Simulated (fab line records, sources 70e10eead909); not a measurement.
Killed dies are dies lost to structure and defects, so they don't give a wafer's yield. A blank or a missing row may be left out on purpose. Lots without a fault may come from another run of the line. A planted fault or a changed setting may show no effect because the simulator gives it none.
A struck lot beside a sound one | flow nand_harc | 21 steps out of a route of 1302
Sound: wafers L658.1, L658.4, L658.6. Struck: wafers L670.1, L670.4, L670.5. The cause comes at the end.
At each step with rows: each side's tool, then ch and its chambers, then its first start. Under that, the readings that differ: sound wafers | struck wafers | difference of the means | sigmas: that difference in standard deviations of wafers without a fault.
alike: readings whose means differ by less than 2 such deviations, and words and numbers that are the same on both sides. not compared: withheld readings, readings that some wafer has no value for, bounds like >300 that may hide the same value, and numbers for which the record gives no deviation and whose values overlap.
The two part at a step that has a row with sigmas, a row that says differs or no value, or rows on one side only. Numbers that don't overlap but have no deviation are shown without sigmas and don't part them. A reading that every wafer of one side lacks parts them only if that side has two wafers or more.

first, 1 step without rows for these wafers: NHARC_P_BONDPAD_HARDBAKE_10 (time 65 s).
NHARC_P_BONDPAD_DESCUM_11: chemistry O2, time 3 s.
  sound on rie_diel-09 ch 2,3, day 8 03:46; struck on rie_diel-09 ch 1,2, day 12 16:07
  alike: chamber_pressure_mTorr, drypump_motor_current_A, oes_product_au, rf_vpp_V, showerhead_plenum_p_Torr, throttle_valve_pct
  not compared: rf_hours_counter_h
NHARC_P_BONDPAD_ETCH_37: etches the open film in N2/H2, target depth 60 nm, overetch 18 nm, time 65.91 s.
  sound on rie_diel-09 ch 0,1, day 8 03:54; struck on rie_diel-09 ch 2,3, day 12 16:12
  alike: chamber_pressure_mTorr, drypump_motor_current_A, oes_product_au, rf_vpp_V, showerhead_plenum_p_Torr, throttle_valve_pct
  not compared: rf_hours_counter_h
then, 1 step without rows for these wafers: NHARC_P_BONDPAD_ETCH_12 (etches the open film in CHF3/O2, target depth 200 nm, time 100 s).
NHARC_P_BONDPAD_CD_MEAS_13:
  sound on cd_sem-02, day 8 04:08; struck on cd_sem-03, day 12 16:26
  alike: cd_nm
then, 4 steps without rows for these wafers: NHARC_P_BONDPAD_STRIP_15 (strips in O2); NHARC_P_BONDPAD_ETCH_24 (etches the open film in CF4/N2, target depth 30 nm, time 72.99 s); NHARC_P_BONDPAD_STRIP_16 (strips in post etch residue remover, time 600 s); NHARC_P_BONDPAD_DEGAS_25 (time 60 s).
NHARC_P_BONDPAD_PRE_CLEAN_26: time 30 s.
  sound on pvd_sputter-02; struck on pvd_sputter-02
  alike: heater_power_w
then, 2 steps without rows for these wafers: NHARC_P_BONDPAD_PVD_17 (deposits TaN, target thk 5 nm, time 8.06 s); NHARC_P_BONDPAD_PVD_27 (deposits Cu, target thk 30 nm, time 20.49 s).
NHARC_P_BONDPAD_ECD_18: material Cu, target thk 400 nm.
  sound on ecd_cu-02 ch 1, day 8 05:20; struck on ecd_cu-01 ch 0,1, day 12 17:25
NHARC_P_BONDPAD_ANNEAL_28: time 90 s.
  sound on rtp_anneal-02 ch 0, day 8 05:40; struck on rtp_anneal-01 ch 0, day 12 17:48
  alike: wafer_temp_C_max
then, 2 steps without rows for these wafers: NHARC_P_BONDPAD_CMP_19 (polishes, t overpolish 30 s, cu recess touch 16 s, target thk 160.81 nm); NHARC_P_BONDPAD_SRD_21 (time 30 s, dry time 20 s).
NHARC_P_BONDPAD_INSPECT_23:
  sound on defect_inspect-01, day 8 06:31; struck on defect_inspect-02, day 12 18:41
  alike: raw_defect_count
NHARC_P_BONDPAD_ACTIVATE_29: chemistry N2, time 60 s.
  sound on rie_diel-09 ch 1,2,3, day 8 06:35; struck on rie_diel-09 ch 0,1,3, day 12 18:47
  alike: drypump_motor_current_A, oes_product_au, rf_vpp_V, showerhead_plenum_p_Torr
  not compared: rf_hours_counter_h
then, 2 steps without rows for these wafers: NHARC_P_BONDPAD_PRECLEAN_30 (cleans in DIW, time 300 s); NHARC_P_BONDPAD_SRD_31 (time 30 s, dry time 20 s).
-- the record jumps here: 18 days lie between the struck wafers' starts before and after (it left off in module P_BONDPAD and takes up again in module END, whose first step shown is number 1302 of the route) --
NHARC_END_SORT_01:
  sound on prober-02 ch 0, day 26 00:18; struck on prober-01 ch 0, day 30 07:22
  reading                  | sound          | struck      | difference | sigmas
  defect_limited_yield (%) | 94.1 91.3 92.8 | 0.1 0 0.1   | -92.7      | -33
  killed_at_periphery      | 1 2 3          | 618 634 627 | +624       | +99 or more
  killed_dies              | 40 59 49       | 676 677 676 | +627       | +33
  alike: killed_at_array, killed_at_other, killed_open, killed_short

WHERE THEY PART
Only at NHARC_END_SORT_01, within this record.

WHY: what the simulator had put in
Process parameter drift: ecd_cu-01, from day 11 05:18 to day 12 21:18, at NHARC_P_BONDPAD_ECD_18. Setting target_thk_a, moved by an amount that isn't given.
